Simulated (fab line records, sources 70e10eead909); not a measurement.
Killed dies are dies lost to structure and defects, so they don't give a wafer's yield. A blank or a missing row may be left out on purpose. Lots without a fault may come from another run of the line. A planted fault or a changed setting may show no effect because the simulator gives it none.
Which tool did it? | flow nand_harc | 6 lots, 18 wafers sampled, at 2 steps of a route of 1159

WHAT THE GAUGES READ, wafer by wafer
NHARC_P_STI_INSPECT_11.
lot  | measured    | on                | raw_defect_count
L435 | day 2 20:01 | defect_inspect-02 | 5 8 3
L440 | day 3 23:51 | defect_inspect-02 | 5 3 2
L444 | day 4 23:28 | defect_inspect-01 | 4 8 5
L446 | day 5 07:28 | defect_inspect-02 | 7 5 7
L448 | day 6 00:58 | defect_inspect-02 | 1139 1172 1150
L450 | day 6 11:06 | defect_inspect-02 | 1168 1172 1211

WHICH TOOL RAN EACH LOT (tool, then ch and the chambers of the sampled wafers, then the start)
lot  | NHARC_P_STI_ETCH_26
L435 | wet_bench-03 ch 0,4,7, day 2 01:38
L440 | wet_bench-09 ch 2,6,7, day 3 08:26
L444 | wet_bench-03 ch 3,5,6, day 4 07:48
L446 | wet_bench-03 ch 0,2,3, day 4 19:25
L448 | wet_bench-03 ch 2,4,5, day 5 07:47
L450 | wet_bench-03 ch 0,6,7, day 5 19:37
- NHARC_P_STI_ETCH_26: etches SiO2 in dHF, target depth 11 nm.

THE ANSWER, worked out from the rows above alone
Rule: what is usual is taken from the lots themselves. Put in order of their means at a reading, lots are off if they are a third of the lots or fewer, leave a main group of 4 or more, and stand apart from it by a gap of 3 or more times the standard deviation of the main group's means; of several such gaps the widest counts. A main group whose means are all the same, to the digits that the tables above print for the reading, isn't used. A lot without any number at a reading at which 4 lots or more have one is off too. The other lots that the step has rows for count as sound.
Off: L448, L450, at NHARC_P_STI_INSPECT_11 (raw_defect_count). The main group: mean 5.2, standard deviation 1.1.
A tool fits if, at a process step before that reading, it ran every lot that is off, and no sound lot after the first of them. The gauges at NHARC_P_STI_INSPECT_11 are tried like those tools. Can't be told from this: 2 tools fit, wet_bench-03 at NHARC_P_STI_ETCH_26, defect_inspect-02 at NHARC_P_STI_INSPECT_11.

WHAT THE SIMULATOR HAD PUT IN
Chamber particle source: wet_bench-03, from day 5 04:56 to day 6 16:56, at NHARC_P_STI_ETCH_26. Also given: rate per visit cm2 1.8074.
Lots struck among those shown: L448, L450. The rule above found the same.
